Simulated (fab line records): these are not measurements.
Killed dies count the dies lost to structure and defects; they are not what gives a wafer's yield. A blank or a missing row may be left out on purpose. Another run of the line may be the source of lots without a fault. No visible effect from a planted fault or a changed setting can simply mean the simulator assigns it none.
Matching of chambers | flow n5_finfet | N5_SD_EPI_P_ETCH_16 on rie_diel-05: 4 sister chambers
The step etches SiO2 in CHF3/O2, target depth 5 nm. 8 wafers are shown with their chamber, then 9 later ones without.

WAFERS PAIRED WITH THEIR CHAMBERS
wafer  | chamber | drypump_motor_current_A (A) | throttle_valve_pct (%)
L081.1 | 2       | 6.3                         | 18.78
L081.3 | 1       | 5.1                         | 19.07
L081.4 | 3       | 6.1                         | 19.13
L081.5 | 2       | 6.4                         | 18.77
L081.6 | 3       | 6.0                         | 19.13
L084.3 | 0       | 5.3                         | 18.63
L084.5 | 1       | 5.1                         | 19.09
L084.6 | 0       | 5.3                         | 18.66

WAFERS MISSING THEIR CHAMBER
wafer  | drypump_motor_current_A (A) | throttle_valve_pct (%)
L086.3 | 6.4                         | 18.78
L086.4 | 6.4                         | 18.79
L086.5 | 6.0                         | 19.15
L087.3 | 5.1                         | 19.10
L087.4 | 6.0                         | 19.15
L087.5 | 6.3                         | 18.81
L097.2 | 5.3                         | 18.69
L097.4 | 6.0                         | 19.17
L097.5 | 5.3                         | 18.71

EACH ONE'S CHAMBER
wafer  | from the rows above | in truth
L086.3 | 2                   | 2
L086.4 | 2                   | 2
L086.5 | 3                   | 3
L087.3 | 1                   | 1
L087.4 | 3                   | 3
L087.5 | 2                   | 2
L097.2 | 0                   | 0
L097.4 | 3                   | 3
L097.5 | 0                   | 0
Correctly placed: 9 of 9. Left unplaced by these rows: 0. 0 placed wrongly.
How it was worked out, from the rows above alone: a wafer's distance from a chamber is the root of the sum, over the readings, of the square of ((its reading less the chamber's mean) divided by the reading's scatter). If the next closest chamber is less than 2 further off than the closest, the wafer can't be placed; otherwise it belongs to the closest. Each chamber's mean is taken over the wafers shown for it. How the scatter is found: for the shown wafers, subtract from each reading the mean of its chamber, square and add these, divide the total by (wafers less chambers), then take the root.
